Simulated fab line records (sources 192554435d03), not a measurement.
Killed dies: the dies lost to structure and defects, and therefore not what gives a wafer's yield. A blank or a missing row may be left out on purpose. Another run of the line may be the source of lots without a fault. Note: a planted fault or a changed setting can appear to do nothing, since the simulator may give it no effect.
Split-lot trial + flow n5Finfet + 21 wafers read across 7 lots, on a route 1938 steps long

## THE SPLIT
At N5_BEOL_M12_TRENCH_ETCH_34 (etches SiOC in C4F8/O2/Ar, target depth 318.95 nm, time 125.5 s), the setting timeS was moved away from the recipe's 125.5 s on 5 of the 21 wafers read, by -11.2% to +18.6%. The other wafers ran this setting at the recipe's value.

## BETWEEN THE SPLIT AND THE READING: the file shows 1 step in between
- N5_BEOL_M12_STRIP_70: strips in C4F8/O2/Ar

## THE READING
trenchDepthNm, in nm, at N5_BEOL_M12_OCD_MEAS_35. Typical for fault-free wafers on this fab line: 316 nm, with standard deviation 5.2 nm.

| wafer  | tool, chamber at the split | timeS as run, s | against the recipe | trenchDepthNm, nm | against lot-mates on the recipe |
|--------|----------------------------|-----------------|--------------------|-------------------|---------------------------------|
| L074.1 | rieDiel-02, 0              | 125.5           | recipe             | 310               | -                               |
| L074.2 | rieDiel-02, 2              | 125.5           | recipe             | 317               | -                               |
| L074.5 | rieDiel-02, 3              | 125.5           | recipe             | 328               | -                               |
| L075.1 | rieDiel-06, 2              | 117.8           | -6.1%              | 298               | -18                             |
| L075.2 | rieDiel-06, 1              | 125.5           | recipe             | 316               | -                               |
| L075.6 | rieDiel-06, 1              | 125.5           | recipe             | 316               | -                               |
| L079.4 | rieDiel-06, 3              | 125.5           | recipe             | 317               | -                               |
| L079.5 | rieDiel-06, 0              | 125.5           | recipe             | 311               | -                               |
| L079.6 | rieDiel-06, 3              | 125.5           | recipe             | 319               | -                               |
| L080.1 | rieDiel-03, 2              | 148.8           | +18.6%             | 377               | +66                             |
| L080.4 | rieDiel-03, 1              | 125.5           | recipe             | 310               | -                               |
| L080.5 | rieDiel-03, 1              | 125.5           | recipe             | 312               | -                               |
| L085.1 | rieDiel-06, 2              | 125.5           | recipe             | 315               | -                               |
| L085.3 | rieDiel-06, 1              | 125.5           | recipe             | 313               | -                               |
| L085.6 | rieDiel-06, 0              | 125.5           | recipe             | 309               | -                               |
| L087.1 | rieDiel-06, 0              | 113.1           | -9.9%              | 279               | -39                             |
| L087.3 | rieDiel-06, 1              | 113.1           | -9.9%              | 285               | -33                             |
| L087.5 | rieDiel-06, 1              | 125.5           | recipe             | 318               | -                               |
| L096.1 | rieDiel-06, 0              | 125.5           | recipe             | 308               | -                               |
| L096.3 | rieDiel-06, 1              | 125.5           | recipe             | 313               | -                               |
| L096.4 | rieDiel-06, 2              | 111.4           | -11.2%             | 283               | -28                             |

THE FIT
A straight line over all 21 wafers: trenchDepthNm changes by +3.22 nm for each +1% of timeS; r = +0.97; the points scatter about the line by 4.7 nm.
The same after taking each lot's own level away (the mean of its wafers on the recipe; 21 wafers): +3.36 nm for each +1%; r = +0.98; scatter 4.5 nm.
On that fit, the largest move of timeS shifts the reading by 62 nm.
From 310.5 to 318.3 nm: that is the span of the lots' own levels, equal to 1.5 times the standard deviation above.
Hence the lot-to-lot level has little effect on the slope; both slopes agree.
Check: +58.4 nm against its lot-mates is what the line predicts for one of the wafers moved furthest among these (+18.6%) when that wafer is left out of the fit. Against them it came out at +66 nm.

## OTHER SPLITS APPLIED TO THESE WAFERS
Note: prior to the reading, these wafers also went through further splits. Each is held against what the fit with the lots' levels taken away leaves over:
| other split on the same wafers   | wafers away from the commonest value | r with trenchDepthNm (lot level and that fit taken away) |
|----------------------------------|--------------------------------------|----------------------------------------------------------|
| N5_BEOL_M10_HM_DEP_02 targetThkA | 4                                    | -0.42                                                    |
| N5_BEOL_M11_EXPOSE_08 doseMj     | 9                                    | -0.10                                                    |
| N5_BEOL_M11_DESCUM_16 timeS      | 7                                    | +0.39                                                    |

## THE WHOLE CHAIN: every reading that the file lists as answering this split, in the file's order
| step                       | what it does                                                    | reading                                                       | change (the file's fit)              | r (the file's) |
|----------------------------|-----------------------------------------------------------------|---------------------------------------------------------------|--------------------------------------|----------------|
| N5_BEOL_M12_TRENCH_ETCH_34 | etches SiOC in C4F8/O2/Ar, target depth 318.95 nm, time 125.5 s | etch.depthNm (the simulator's own value, which no gauge read) | +3.28 nm for each +1% of the setting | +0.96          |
| N5_BEOL_M12_OCD_MEAS_35    |                                                                 | trenchDepthNm                                                 | +3.27 nm for each +1% of the setting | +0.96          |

## FILE'S OWN FIT
trenchDepthNm changes by +3.27 nm for each +1% of timeS, r = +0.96.
